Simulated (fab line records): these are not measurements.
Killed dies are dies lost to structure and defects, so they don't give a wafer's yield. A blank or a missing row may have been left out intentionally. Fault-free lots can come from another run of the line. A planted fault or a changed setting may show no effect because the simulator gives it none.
fab line records + flow n5Finfet
record
- lots=9
- wafers=24
- lastDay=19
route steps=1938 shown BEOL_M2@859 BEOL_M4@1111
lots with no fault: from the same line, run without faults
startH: hours from the record's first day to the start of the lot's first wafer shown + waitH: how many hours have passed since the lot's step before this one + " same as the row above + L1.1+2: a row that stands for several wafers + - no value present, or no start provided + * or withheld: withheld + < > ~ a bound
route shown NAME@n: a module of which the file shows steps, and the number in the route of the first + usual: average and standard deviation across the fault-free wafers + same: alike in all rows + chamber/n: place in a boat + sites: readings site by site + _std_site: their standard deviation + _edge_site: inner sites' mean taken away from outer sites' mean + radiusMm: how far each site lies from the wafer's centre + mask NAME#n: copy n + behind: tool/chamber where the wafer was last shaped + hold: reason for holding the lot/hours on hold/outcome of the hold + device: the n, p or np transistor that did not switch + end of line: the same wafers' tests at the end of the route + a step without rows: its recipe alone + killed: the dies lost at the first sort to structure and to defects; this is not the yield of the wafer + map: a wafer's dies, x killed, . not, _ none there
set.NAME: the setting that was run; set.NAME@STEP: the one run at that earlier step + model.NAME: the simulator's own value behind a step, which no gauge read
route steps across a sampled set of lots; one table per step, one row per wafer
services: when a tool's chamber went out of use (startH, in hours from the record's first day, below 0 if earlier), for how many hours, and the reason
## steps
# step N5_BEOL_M2_ETCH_63
# recipe
- chemistry=CF4
- target=SiARC
- targetDepthA=156
- maskMaterial=CAR-EUV
- timeS=26
- ionEnergyEv=80
- pressureMtorr=40
- sourceW=545
- biasW=36
- Ar_flow_sccm=100
- cf4FlowSccm=100
- ends=cleared
# usual
- drypumpMotorCurrentA=5.9/0.51
- etchRfOnTimeS=26.0/0.34
- oesProductAu=0.68/0.068
- rfVppV=184.6/1.1
- showerheadPlenumPTorr=2.19/0.07
- throttleValvePct=15.61/0.19
| lot.wafer | tool       | chamber | startH | waitH | drypumpMotorCurrentA | etchRfOnTimeS | oesProductAu | rfHoursCounterH | rfVppV | showerheadPlenumPTorr | throttleValvePct |
|-----------|------------|---------|--------|-------|----------------------|---------------|--------------|-----------------|--------|-----------------------|------------------|
| L751.2    | rieDiel-03 | 1       | 137.03 | 0.0   | 6.7                  | 26.3          | 0.65         | 158             | 183.9  | 2.22                  | 15.30            |
| L751.3    | "          | 3       | "      | "     | 6.1                  | 25.4          | 0.67         | 138             | 184.8  | 2.14                  | 15.62            |
| L751.5    | "          | 1       | "      | "     | 6.7                  | 26.2          | 0.64         | -               | 184.6  | 2.22                  | 15.30            |
| L754.2    | rieDiel-03 | 2       | 159.26 | 0.0   | 5.8                  | 26.2          | 0.76         | 23              | 185.9  | 2.27                  | 15.65            |
| L754.4    | "          | 1       | "      | "     | 6.7                  | 26.4          | 0.64         | -               | 184.7  | 2.21                  | 15.30            |
| L754.6    | "          | 3       | "      | "     | 6.1                  | 25.6          | 0.65         | -               | 182.9  | 2.14                  | 15.63            |
| L755.2    | rieDiel-05 | 0       | 160.96 | 0.0   | 5.6                  | 25.7          | 0.65         | 122             | 184.6  | 2.24                  | 15.72            |
| L755.3    | "          | 3       | "      | "     | 6.4                  | 25.9          | 0.62         | 181             | 184.3  | 2.22                  | 15.80            |
| L755.5    | "          | 3       | "      | "     | 6.4                  | 25.9          | 0.62         | -               | 186.5  | 2.22                  | 15.81            |
| L760.1    | rieDiel-03 | 1       | 192.25 | 0.0   | 6.7                  | 26.4          | 0.63         | 181             | 183.9  | 2.21                  | 15.33            |
| L760.3    | "          | 2       | "      | "     | 5.8                  | 25.9          | 0.75         | 35              | 185.5  | 2.27                  | 15.68            |
| L762.1    | rieDiel-02 | 0       | 214.34 | 0.0   | 6.2                  | 26.3          | 0.61         | 194             | 184.5  | 2.22                  | 15.70            |
| L762.4    | "          | 1       | "      | "     | 4.9                  | 26.4          | 0.73         | 49              | 182.8  | 2.09                  | 15.46            |
| L765.3    | rieDiel-05 | 3       | 218.68 | 0.0   | 6.4                  | 25.9          | 0.61         | 202             | 183.6  | 2.21                  | 15.86            |
| L765.4    | "          | 1       | "      | "     | 4.9                  | 26.4          | 0.72         | 63              | 182.6  | 2.08                  | 15.39            |
| L769.1    | rieDiel-02 | 2       | 253.92 | 0.0   | 6.0                  | 25.9          | 0.78         | 16              | 185.3  | 2.27                  | 15.51            |
| L769.5    | "          | 3       | "      | "     | 5.8                  | 25.6          | 0.69         | -               | 186.0  | 2.24                  | 15.78            |
| L769.6    | "          | 2       | "      | "     | 6.1                  | 26.1          | 0.77         | -               | 185.5  | 2.27                  | 15.52            |
| L771.2    | rieDiel-02 | 0       | 269.54 | 0.0   | 6.2                  | 26.2          | 0.60         | 212             | 185.2  | 2.22                  | 15.74            |
| L771.5    | "          | 1       | "      | "     | 5.0                  | 26.3          | 0.71         | -               | 184.1  | 2.08                  | 15.50            |
| L771.6    | "          | 0       | "      | "     | 6.2                  | 26.0          | 0.60         | -               | 184.5  | 2.22                  | 15.72            |
| L774.2    | rieDiel-02 | 0       | 276.12 | 0.0   | 6.2                  | 26.3          | 0.60         | 215             | 183.9  | 2.21                  | 15.74            |
| L774.3    | "          | 3       | "      | "     | 5.8                  | 25.7          | 0.68         | 125             | 185.7  | 2.24                  | 15.79            |
| L774.5    | "          | 1       | "      | "     | 5.0                  | 26.4          | 0.71         | -               | 182.0  | 2.08                  | 15.50            |
# step N5_BEOL_M2_ETCH_70
# recipe
- chemistry=N2/H2
- target=SOC
- targetDepthA=800
- overetchA=240
- maskMaterial=SiARC
- tempC=40
- timeS=130
- ionEnergyEv=200
- pressureMtorr=30
- sourceW=840
- biasW=150
- n2FlowSccm=200
- h2FlowSccm=200
# usual
- drypumpMotorCurrentA=5.8/0.53
- n2FlowSccm=200.0/0.65
- oesProductAu=0.59/0.054
- rfVppV=525.2/2.4
- runLengthS=153.7/0.37
- showerheadPlenumPTorr=2.59/0.085
- throttleValvePct=17.81/0.21
| lot.wafer | tool       | chamber | startH | waitH | drypumpMotorCurrentA | n2FlowSccm | oesProductAu | rfHoursCounterH | rfVppV | runLengthS | showerheadPlenumPTorr | throttleValvePct |
|-----------|------------|---------|--------|-------|----------------------|------------|--------------|-----------------|--------|------------|-----------------------|------------------|
| L751.2    | rieDiel-05 | 0       | 148.62 | 0.0   | 5.7                  | 199.9      | 0.56         | 117             | 526.7  | 153.4      | 2.68                  | 18.04            |
| L751.3    | "          | 1       | "      | "     | 4.9                  | 199.7      | 0.66         | 35              | 521.8  | 153.9      | 2.48                  | 17.43            |
| L751.5    | "          | 1       | "      | "     | 4.9                  | 200.3      | 0.66         | -               | 521.0  | 154.0      | 2.48                  | 17.43            |
| L754.2    | rieDiel-02 | 2       | 170.03 | 0.0   | 6.0                  | 199.2      | 0.51         | 246             | 519.6  | 153.3      | 2.40                  | 18.13            |
| L754.4    | "          | 0       | "      | "     | 6.2                  | 199.2      | 0.53         | 179             | 525.7  | 154.4      | 2.63                  | 17.81            |
| L754.6    | "          | 2       | "      | "     | 6.0                  | 199.9      | 0.51         | -               | 520.7  | 153.1      | 2.40                  | 18.13            |
| L755.2    | rieDiel-02 | 1       | 186.13 | 0.0   | 5.0                  | 200.3      | 0.66         | 37              | 523.1  | 153.4      | 2.50                  | 17.79            |
| L755.3    | "          | 2       | "      | "     | 6.1                  | 200.6      | 0.52         | 249             | 520.2  | 153.3      | 2.40                  | 18.14            |
| L755.5    | "          | 2       | "      | "     | 6.1                  | 199.7      | 0.51         | -               | 519.3  | 153.4      | 2.40                  | 18.14            |
| L760.1    | rieDiel-02 | 0       | 204.17 | 0.0   | 6.2                  | 199.6      | 0.53         | 190             | 526.0  | 153.7      | 2.63                  | 17.83            |
| L760.3    | "          | 3       | "      | "     | 5.8                  | 199.8      | 0.74         | 101             | 527.3  | 130.5      | 2.67                  | 18.01            |
| L762.1    | rieDiel-02 | 3       | 221.15 | 0.0   | 5.8                  | 200.2      | 0.60         | 107             | 528.4  | 154.0      | 2.67                  | 18.01            |
| L762.4    | "          | 0       | "      | "     | 6.2                  | 199.4      | 0.64         | 196             | 526.6  | 131.1      | 2.63                  | 17.85            |
| L765.3    | rieDiel-02 | 2       | 225.01 | 0.0   | 6.1                  | 199.5      | 0.84         | 6               | 527.9  | 130.1      | 2.71                  | 17.70            |
| L765.4    | "          | 3       | "      | "     | 5.8                  | 199.4      | 0.73         | 108             | 526.9  | 130.5      | 2.67                  | 18.04            |
| L769.1    | rieDiel-03 | 3       | 268.40 | 0.0   | 6.2                  | 200.5      | 0.54         | 190             | 522.8  | 154.0      | 2.52                  | 17.89            |
| L769.5    | "          | 2       | "      | "     | 5.8                  | 198.7      | 0.61         | -               | 527.7  | 153.8      | 2.70                  | 18.08            |
| L769.6    | "          | 3       | "      | "     | 6.1                  | 200.6      | 0.54         | -               | 523.9  | 153.5      | 2.52                  | 17.89            |
| L771.2    | rieDiel-02 | 3       | 280.38 | 0.0   | 5.8                  | 200.3      | 0.58         | 127             | 526.9  | 154.2      | 2.66                  | 18.05            |
| L771.5    | "          | 2       | "      | "     | 6.0                  | 200.9      | 0.64         | -               | 528.7  | 153.6      | 2.70                  | 17.71            |
| L771.6    | "          | 1       | "      | "     | 4.9                  | 201.1      | 0.61         | -               | 522.8  | 153.4      | 2.48                  | 17.86            |
| L774.2    | rieDiel-02 | 1       | 292.81 | 0.0   | 5.0                  | 199.7      | 0.61         | 75              | 523.8  | 153.3      | 2.48                  | 17.87            |
| L774.3    | "          | 2       | "      | "     | 6.1                  | 200.8      | 0.65         | 29              | 526.6  | 153.8      | 2.70                  | 17.73            |
| L774.5    | "          | 2       | "      | "     | 6.0                  | 200.9      | 0.64         | -               | 529.9  | 153.3      | 2.70                  | 17.74            |
# step N5_BEOL_M2_STRIP_36
# recipe
- chemistry=N2/H2
- powerW=450
- tempC=40
- pressureMtorr=20
- rfFrequencyHz=6e+07
- overashFraction=0.3
- biasPowerW=7
- h2Frac=0.5
- n2FlowSccm=200
- h2FlowSccm=200
# usual
- drypumpMotorCurrentA=5.8/0.54
- n2FlowSccm=200.0/0.56
- oesProductAu=0.80/0.078
- rfVppV=59.2/1.4
- showerheadPlenumPTorr=2.59/0.085
- throttleValvePct=23.66/0.28
| lot.wafer | tool       | chamber | startH | waitH | drypumpMotorCurrentA | n2FlowSccm | oesProductAu | rfHoursCounterH | rfVppV | showerheadPlenumPTorr | throttleValvePct |
|-----------|------------|---------|--------|-------|----------------------|------------|--------------|-----------------|--------|-----------------------|------------------|
| L751.2    | rieDiel-05 | 0       | 148.78 | 0.0   | 5.7                  | 200.2      | 0.75         | 118             | 60.5   | 2.67                  | 23.98            |
| L751.3    | "          | 1       | "      | "     | 4.9                  | 199.8      | 0.90         | 35              | 56.7   | 2.47                  | 23.17            |
| L751.5    | "          | 1       | "      | "     | 4.9                  | 199.3      | 0.89         | -               | 61.7   | 2.47                  | 23.12            |
| L754.2    | rieDiel-02 | 2       | 170.19 | 0.0   | 6.1                  | 199.9      | 0.70         | 246             | 57.9   | 2.39                  | 23.85            |
| L754.4    | "          | 0       | "      | "     | 6.2                  | 199.6      | 0.73         | 179             | 59.7   | 2.63                  | 23.59            |
| L754.6    | "          | 2       | "      | "     | 6.1                  | 199.8      | 0.70         | -               | 59.3   | 2.39                  | 23.86            |
| L755.2    | rieDiel-02 | 1       | 186.29 | 0.0   | 4.9                  | 199.9      | 0.88         | 37              | 59.5   | 2.49                  | 23.74            |
| L755.3    | "          | 2       | "      | "     | 6.1                  | 200.7      | 0.69         | 249             | 58.1   | 2.39                  | 23.87            |
| L755.5    | "          | 2       | "      | "     | 6.1                  | 200.2      | 0.70         | -               | 58.8   | 2.39                  | 23.85            |
| L760.1    | rieDiel-02 | 0       | 204.34 | 0.0   | 6.2                  | 200.2      | 0.72         | 190             | 59.0   | 2.62                  | 23.60            |
| L760.3    | "          | 3       | "      | "     | 5.8                  | 200.6      | 0.83         | 101             | 57.9   | 2.67                  | 23.96            |
| L762.1    | rieDiel-02 | 3       | 221.32 | 0.0   | 5.8                  | 199.2      | 0.81         | 107             | 60.5   | 2.67                  | 23.97            |
| L762.4    | "          | 0       | "      | "     | 6.3                  | 199.7      | 0.71         | 196             | 60.2   | 2.62                  | 23.62            |
| L765.3    | rieDiel-02 | 2       | 225.18 | 0.0   | 6.1                  | 199.4      | 0.95         | 6               | 62.7   | 2.71                  | 23.50            |
| L765.4    | "          | 3       | "      | "     | 5.8                  | 200.9      | 0.79         | 108             | 58.1   | 2.66                  | 23.95            |
| L769.1    | rieDiel-03 | 3       | 268.56 | 0.0   | 6.1                  | 200.9      | 0.73         | 190             | 57.3   | 2.52                  | 23.69            |
| L769.5    | "          | 2       | "      | "     | 5.8                  | 200.2      | 0.85         | -               | 59.4   | 2.69                  | 24.08            |
| L769.6    | "          | 3       | "      | "     | 6.1                  | 200.3      | 0.73         | -               | 59.8   | 2.52                  | 23.70            |
| L771.2    | rieDiel-02 | 3       | 280.54 | 0.0   | 5.8                  | 199.8      | 0.79         | 127             | 59.2   | 2.66                  | 23.99            |
| L771.5    | "          | 2       | "      | "     | 6.1                  | 199.6      | 0.91         | -               | 59.8   | 2.70                  | 23.53            |
| L771.6    | "          | 1       | "      | "     | 5.0                  | 199.5      | 0.85         | -               | 60.3   | 2.48                  | 23.81            |
| L774.2    | rieDiel-02 | 1       | 292.97 | 0.0   | 4.9                  | 200.3      | 0.84         | 75              | 59.0   | 2.48                  | 23.79            |
| L774.3    | "          | 2       | "      | "     | 6.1                  | 200.5      | 0.88         | 29              | 58.6   | 2.70                  | 23.52            |
| L774.5    | "          | 2       | "      | "     | 6.1                  | 200.2      | 0.89         | -               | 61.0   | 2.70                  | 23.54            |
# step N5_BEOL_M2_OCD_MEAS_38
# usual
- trenchDepthNm=55.3/0.68
| lot.wafer | tool   | chamber | startH | waitH | trenchDepthNm |
|-----------|--------|---------|--------|-------|---------------|
| L751.2    | ocd-02 | -       | 148.98 | -     | 55.8          |
| L751.3    | "      | -       | "      | "     | 55.7          |
| L751.5    | "      | -       | "      | "     | 55.9          |
| L754.2    | ocd-01 | -       | 170.39 | -     | 55.1          |
| L754.4    | "      | -       | "      | "     | 55.1          |
| L754.6    | "      | -       | "      | "     | 55.6          |
| L755.2    | ocd-02 | -       | 186.49 | -     | 54.3          |
| L755.3    | "      | -       | "      | "     | 55.0          |
| L755.5    | "      | -       | "      | "     | 55.1          |
| L760.1    | ocd-02 | -       | 204.53 | -     | 54.7          |
| L760.3    | "      | -       | "      | "     | 55.6          |
| L762.1    | ocd-02 | -       | 221.51 | -     | 56.0          |
| L762.4    | "      | -       | "      | "     | 54.5          |
| L765.3    | ocd-02 | -       | 225.38 | -     | 54.8          |
| L765.4    | "      | -       | "      | "     | 55.4          |
| L769.1    | ocd-01 | -       | 268.75 | -     | 55.2          |
| L769.5    | "      | -       | "      | "     | 55.3          |
| L769.6    | "      | -       | "      | "     | 54.8          |
| L771.2    | ocd-01 | -       | 280.74 | -     | 56.1          |
| L771.5    | "      | -       | "      | "     | 55.2          |
| L771.6    | "      | -       | "      | "     | 54.8          |
| L774.2    | ocd-01 | -       | 293.17 | -     | 55.3          |
| L774.3    | "      | -       | "      | "     | 56.2          |
| L774.5    | "      | -       | "      | "     | 56.1          |
# step N5_BEOL_M4_RC_MEAS_101
# usual
- DIBL_N=36.4/1.4
- DIBL_P=36.4/1.5
- IOFF_N=0.156/0.022
- IOFF_P=0.210/0.023
- ION_N=675/9.1
- ION_P=463/5.7
- SS_N=71.6/0.45
- SS_P=73.3/0.56
- VT_N=250/3.1
- VT_P=-250.3/2.3
| lot.wafer | tool      | chamber | startH | waitH | DIBL_N[mV/V] | DIBL_P[mV/V] | IOFF_N[nA/um] | IOFF_P[nA/um] | ION_N[uA/um] | ION_P[uA/um] | SS_N[mV/dec] | SS_P[mV/dec] | VT_N[mV] | VT_P[mV] |
|-----------|-----------|---------|--------|-------|--------------|--------------|---------------|---------------|--------------|--------------|--------------|--------------|----------|----------|
| L751.2    | prober-01 | 0       | 198.47 | 0.2   | 35.5         | 32.1         | 0.117         | 0.181         | 667          | 459          | 71.3         | 73.0         | 259      | -252.0   |
| L751.3    | "         | 0       | "      | "     | 38.7         | 36.9         | 0.175         | 0.263         | 674          | 463          | 72.3         | 73.6         | 249      | -247.5   |
| L751.5    | "         | 0       | "      | "     | 37.8         | 35.6         | 0.158         | 0.238         | 680          | 465          | 72.1         | 74.2         | 251      | -249.4   |
| L754.2    | prober-01 | 0       | 204.34 | 0.2   | 36.2         | 35.6         | 0.170         | 0.205         | 681          | 461          | 72.0         | 73.3         | 244      | -249.8   |
| L754.4    | "         | 0       | "      | "     | 36.3         | 34.6         | 0.162         | 0.180         | 673          | 455          | 71.7         | 73.7         | 249      | -252.2   |
| L754.6    | "         | 0       | "      | "     | 35.1         | 34.0         | 0.144         | 0.169         | 677          | 454          | 71.5         | 73.6         | 250      | -253.3   |
| L755.2    | prober-01 | 0       | 221.91 | 0.2   | 34.3         | 35.6         | 0.126         | 0.196         | 674          | 469          | 70.8         | 72.6         | 250      | -251.6   |
| L755.3    | "         | 0       | "      | "     | 34.1         | 34.4         | 0.120         | 0.192         | 677          | 472          | 71.4         | 72.4         | 254      | -249.2   |
| L755.5    | "         | 0       | "      | "     | 35.5         | 36.1         | 0.141         | 0.218         | 673          | 472          | 71.5         | 73.1         | 248      | -245.6   |
| L760.1    | prober-01 | 0       | 249.15 | 0.0   | 36.8         | 37.6         | 0.161         | 0.204         | 683          | 463          | 71.3         | 72.9         | 250      | -250.2   |
| L760.3    | "         | 0       | "      | "     | 36.9         | 37.7         | 0.157         | 0.212         | 670          | 457          | 71.6         | 73.1         | 253      | -247.6   |
| L762.1    | prober-02 | 0       | 264.69 | 0.0   | 34.5         | 34.7         | 0.114         | 0.184         | 654          | 456          | 71.6         | 72.0         | 259      | -250.2   |
| L762.4    | "         | 0       | "      | "     | 36.2         | 36.8         | 0.140         | 0.209         | 658          | 456          | 72.5         | 73.3         | 254      | -248.9   |
| L765.3    | prober-02 | 0       | 278.33 | 0.3   | 34.9         | 35.8         | 0.144         | 0.193         | 670          | 459          | 72.1         | 73.5         | 251      | -255.0   |
| L765.4    | "         | 0       | "      | "     | 35.5         | 36.9         | 0.153         | 0.211         | 662          | 456          | 71.9         | 73.0         | 250      | -253.2   |
| L769.1    | prober-02 | 0       | 306.09 | 0.0   | 39.0         | 37.6         | 0.191         | 0.251         | 683          | 470          | 72.0         | 73.5         | 250      | -247.7   |
| L769.5    | "         | 0       | "      | "     | 37.2         | 35.8         | 0.156         | 0.227         | 678          | 469          | 71.0         | 73.2         | 251      | -247.3   |
| L769.6    | "         | 0       | "      | "     | 37.0         | 35.3         | 0.150         | 0.210         | 674          | 462          | 71.3         | 73.4         | 253      | -249.9   |
| L771.2    | prober-02 | 0       | 315.48 | 0.2   | 35.8         | 35.7         | 0.152         | 0.211         | 673          | 468          | 71.3         | 73.6         | 252      | -248.7   |
| L771.5    | "         | 0       | "      | "     | 34.8         | 34.3         | 0.131         | 0.188         | 672          | 465          | 71.2         | 73.3         | 251      | -250.2   |
| L771.6    | "         | 0       | "      | "     | 35.5         | 35.9         | 0.142         | 0.224         | 673          | 467          | 71.6         | 73.2         | 252      | -248.7   |
| L774.2    | prober-02 | 0       | 342.34 | 0.2   | 37.0         | 38.0         | 0.164         | 0.233         | 669          | 468          | 71.6         | 73.6         | 250      | -249.7   |
| L774.3    | "         | 0       | "      | "     | 35.1         | 36.5         | 0.139         | 0.205         | 669          | 465          | 71.4         | 72.4         | 252      | -248.6   |
| L774.5    | "         | 0       | "      | "     | 36.8         | 38.2         | 0.174         | 0.235         | 676          | 467          | 71.8         | 72.8         | 249      | -249.1   |
## services
| tool       | chamber | startH | hours | kind                         |
|------------|---------|--------|-------|------------------------------|
| rieDiel-02 | 3       | 127.94 | 2.0   | repair                       |
| rieDiel-03 | 0       | 136.43 | -     | clean                        |
| rieDiel-03 | 0       | 136.43 | -     | consumableReplace:focusRing  |
| rieDiel-03 | 0       | 136.43 | 34.1  | scheduledDown                |
| rieDiel-03 | 0       | 136.43 | 34.1  | ventCycle                    |
| rieDiel-02 | 2       | 187.65 | -     | clean                        |
| rieDiel-02 | 2       | 187.65 | -     | consumableReplace:focusRing  |
| rieDiel-02 | 2       | 187.65 | -     | consumableReplace:showerhead |
| rieDiel-02 | 2       | 187.65 | 18.9  | scheduledDown                |
| rieDiel-02 | 2       | 187.65 | 18.9  | ventCycle                    |
| rieDiel-05 | 3       | 191.40 | 1.4   | repair                       |
| rieDiel-03 | 1       | 222.81 | 2.7   | repair                       |
| rieDiel-02 | 0       | 236.29 | 1.6   | repair                       |
| rieDiel-05 | 2       | 248.47 | 1.5   | repair                       |
| rieDiel-05 | 2       | 250.18 | -     | clean                        |
| rieDiel-05 | 2       | 250.18 | -     | consumableReplace:focusRing  |
| rieDiel-05 | 2       | 250.18 | 13.4  | scheduledDown                |
| rieDiel-05 | 2       | 250.18 | 13.4  | ventCycle                    |
| rieDiel-03 | 0       | 253.76 | 5.9   | repair                       |
| rieDiel-05 | 1       | 276.26 | 3.2   | repair                       |
## key
firstSign
- step=N5_BEOL_M2_ETCH_70
- reading=runLengthS
- direction=down
- sigmas=62
- usual=*
- struck=*
effect
- step=N5_BEOL_M2_ETCH_70
- reading=oesProductAu
- direction=up
- sigmas=2.7
- usual=0.59
- struck=0.74
metAt N5_BEOL_M2_ETCH_70
struckLots L760,L762,L765
struckWafers L760.3,L762.4,L765.3,L765.4
notActingAt N5_BEOL_M2_ETCH_63,N5_BEOL_M2_STRIP_36,N5_BEOL_M2_OCD_MEAS_38
onsetBetween 186.13 204.17
fault
- kind=processParameterDrift
- tool=rieDiel-02
- chamber=-
- onsetH=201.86
- steps=N5_BEOL_M2_ETCH_70
- channel=timeS
- offset=*
- shape=step
- endH=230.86
- scope=struckWafersOnly
- actsIn=*
- stated=*
